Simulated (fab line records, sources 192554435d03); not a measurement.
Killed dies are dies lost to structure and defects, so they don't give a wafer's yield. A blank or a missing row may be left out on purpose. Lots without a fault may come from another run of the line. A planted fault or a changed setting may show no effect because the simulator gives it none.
A struck lot beside a sound one | flow n5_finfet | 16 steps out of a route of 1938
Sound: wafers L514.2, L514.4, L514.5. Struck: wafer L525.1. (L525.5 of the same lot was not struck and is left out.) The cause comes at the end.
At each step with rows: each side's tool, then ch and its chambers, then its first start. Under that, the readings that differ: sound wafers | struck wafers | difference of the means | sigmas: that difference in standard deviations of wafers without a fault.
alike: readings whose means differ by less than 2 such deviations, and words and numbers that are the same on both sides. not compared: withheld readings, readings that some wafer has no value for, bounds like >300 that may hide the same value, and numbers for which the record gives no deviation and whose values overlap.
The two part at a step that has a row with sigmas, a row that says differs or no value, or rows on one side only. Numbers that don't overlap but have no deviation are shown without sigmas and don't part them. A reading that every wafer of one side lacks parts them only if that side has two wafers or more.

N5_BEOL_M9_HM_DEP_02: deposits TiN, target thk 20 nm.
  sound on pvd_sputter-03, day 12 01:46; struck on pvd_sputter-01, day 15 05:59
  alike: susceptor_temp_C, throttle_valve_pct
then, 8 steps without rows for these wafers: N5_BEOL_M9_COAT_59 (time 60 s, resist thk 100 nm); N5_BEOL_M9_COAT_60 (time 60 s, resist thk 30 nm); N5_BEOL_M9_COAT_05 (resist thk 90 nm); N5_BEOL_M9_EBR_07; N5_BEOL_M9_SOFTBAKE_06 (time 60 s); N5_BEOL_M9_EXPOSE_08 (exposes mask M9); N5_BEOL_M9_PEB_09 (peb time 60 s); N5_BEOL_M9_DEVELOP_10 (develop time 30 s).
N5_BEOL_M9_CD_MEAS_11: target cd 64.1 nm.
  sound on cd_sem-03 ch 0, day 12 02:08; struck on cd_sem-01 ch 0, day 15 06:32
  alike: cd_nm
N5_BEOL_M9_OVL_MEAS_12:
  sound on overlay-02 ch 0, day 12 02:10; struck on overlay-02 ch 0, day 15 06:34
  alike: M9_OVL
N5_BEOL_M9_INSPECT_13: inspects for defects (brightfield).
  sound on defect_inspect-02, day 12 02:11; struck on defect_inspect-01, day 15 06:36
  alike: raw_defect_count
N5_BEOL_M9_DESCUM_16: chemistry O2, time 7.9 s.
  sound on rie_diel-06 ch 1,3, day 12 02:16; struck on rie_diel-06 ch 0, day 15 06:39
  reading                                      | sound             | struck | difference | sigmas
  oes_product_au (a.u.)                        | 0.74 0.75 0.73    | 0.93   | +0.19      | +2
  throttle_valve_pct (%)                       | 20.61 20.60 20.88 | 20.00  | -0.70      | -2
  model.CAR-ArF_of_BEOL_M9_COAT_05.thk_nm (nm) | 83.8 83.8 83.6    | 82.6   | -1.1       |
  alike: drypump_motor_current_A, rf_vpp_V, showerhead_plenum_p_Torr
  not compared: rf_hours_counter_h
N5_BEOL_M9_ETCH_61: etches SiARC in CF4, target depth 39 nm, time 65 s.
  sound on rie_diel-06 ch 1,3, day 12 02:18; struck on rie_diel-06 ch 0, day 15 06:41
  reading                                      | sound             | struck | difference | sigmas
  oes_product_au (a.u.)                        | 0.64 0.64 0.62    | 0.78   | +0.15      | +2
  throttle_valve_pct (%)                       | 15.75 15.75 15.92 | 15.19  | -0.62      | -3
  model.CAR-ArF_of_BEOL_M9_COAT_05.thk_nm (nm) | 55.8 55.8 55.8    | 54.4   | -1.4       |
  alike: drypump_motor_current_A, etch_rf_on_time_s, rf_vpp_V, showerhead_plenum_p_Torr
  not compared: rf_hours_counter_h
N5_BEOL_M9_ETCH_62: etches SOC in N2/H2, target depth 110 nm, overetch 22 nm, time 165 s.
  sound on rie_diel-06 ch 1,3, day 12 02:21; struck on rie_diel-06 ch 0, day 15 06:44
  reading                | sound             | struck | difference | sigmas
  oes_product_au (a.u.)  | 0.64 0.64 0.62    | 0.78   | +0.15      | +2
  throttle_valve_pct (%) | 17.96 17.97 18.23 | 17.35  | -0.70      | -3
  alike: drypump_motor_current_A, rf_vpp_V, showerhead_plenum_p_Torr
  not compared: rf_hours_counter_h
-- the record jumps here: 3 days lie between the struck wafers' starts before and after (it left off in module BEOL_M9 and takes up again in module PASSIVATION, whose first step shown is number 1936 of the route) --
N5_PASSIVATION_PROBE_49:
  the record has rows for the struck wafers here (prober-02, day 18 05:15) and none for the sound ones

WHERE THEY PART
First at N5_BEOL_M9_DESCUM_16; last, within this record, at N5_PASSIVATION_PROBE_49.

WHY: what the simulator had put in
Process parameter drift: rie_diel-06, from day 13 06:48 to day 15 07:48, at N5_BEOL_M9_DESCUM_16. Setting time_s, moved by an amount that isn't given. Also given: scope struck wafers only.
